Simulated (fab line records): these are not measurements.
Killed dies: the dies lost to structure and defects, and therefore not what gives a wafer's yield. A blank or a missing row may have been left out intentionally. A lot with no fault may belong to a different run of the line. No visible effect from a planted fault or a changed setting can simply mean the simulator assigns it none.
3 desks, one fault | flow n5_finfet | each desk has only its own numbers; what lay behind them comes last

== FOR THE TOOL OWNER'S DESK: rie_metal-02 ==
The tool's own readings at N5_MIM_TOP_ETCH_ETCH_00 (etches TiN in Cl2/BCl3, target depth 38.5 nm): means of the sampled wafers that have a number, for each lot that ran on this tool. Marked OUT: a lot whose mean sits more than 4 standard deviations from the usual mean, which makes it out of limits; the brackets give that distance.
Columns: A = bias_w at N5_MIM_TOP_ETCH_ETCH_00, usual 126.0 W; B = drypump_motor_current_A at N5_MIM_TOP_ETCH_ETCH_00, usual 5.8 A; C = oes_product_au at N5_MIM_TOP_ETCH_ETCH_00, usual 0.75 a.u.; D = throttle_valve_pct at N5_MIM_TOP_ETCH_ETCH_00, usual 22.63 %
lot  | first seen here | A               | B   | C    | D
L405 | day 14 22:17    | 125.6           | 5.6 | 0.74 | 22.67
L406 | day 15 15:22    | 114.4 (-31) OUT | 5.5 | 0.67 | 22.78
L409 | day 15 15:31    | 114.7 (-30) OUT | 5.8 | 0.77 | 22.59
This desk's finding: out of limits on L406, L409; first on L406, day 15 15:22 (bias_w at N5_MIM_TOP_ETCH_ETCH_00). L405 stayed within limits.

== AT THE METROLOGY DESK ==
What the gauges read for every lot (on any tool): the sampled wafers with a number, averaged. Marked OUT: a lot whose mean sits more than 4 standard deviations from the usual mean, which makes it out of limits; the brackets give that distance.
Columns: A = cd_nm at N5_MIM_TOP_LITHO_CD_MEAS_08, usual 2000.3 nm; B = MIM_TOP_OVL at N5_MIM_TOP_LITHO_OVL_MEAS_11, usual -3 nm
lot  | first seen here | A      | B
L397 | day 13 01:32    | 2000.3 | -1
L401 | day 13 22:43    | 2001.5 | 3
L405 | day 14 22:07    | 1999.0 | -3
L406 | day 15 15:07    | 2000.5 | 7
L409 | day 15 15:21    | 1998.8 | -1
L417 | day 17 15:25    | 2000.6 | -2
This desk found nothing out of limits on any of the 6 lots.

== THE DEFECT DESK ==
Per lot, the means of the sampled wafers with a number show what the inspections along the route counted. Marked OUT: a lot whose mean sits more than 4 standard deviations from the usual mean, which makes it out of limits; the brackets give that distance.
Columns: A = raw_defect_count at N5_MIM_TOP_LITHO_INSPECT_12, usual 2.0
lot  | first seen here | A
L397 | day 13 01:35    | 4.0
L401 | day 13 22:46    | 1.3
L405 | day 14 22:10    | 1.7
L406 | day 15 15:10    | 1.7
L409 | day 15 15:24    | 2.0
L417 | day 17 15:28    | 0.7
This desk found nothing out of limits on any of the 6 lots.

== BROUGHT TOGETHER ==
At day 15 15:22, on L406, L409, the tool owner's desk was in a position to raise an alarm.
From the metrology desk's view, nothing was out of limits.
Nothing out of limits was seen by the defect desk.
The metrology desk has L406, L409 on record, within its limits.
The defect desk has L406, L409 on record, within its limits.
All the named lots went through N5_MIM_TOP_ETCH_ETCH_00 on rie_metal-02.

== WHAT THE SIMULATOR HAD PUT IN ==
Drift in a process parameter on rie_metal-02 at N5_MIM_TOP_ETCH_ETCH_00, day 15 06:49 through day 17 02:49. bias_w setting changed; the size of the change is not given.
Lots struck among those shown: L406, L409.
Each desk's first reading out of limits, in hours after the fault started: the tool owner's desk, 9.
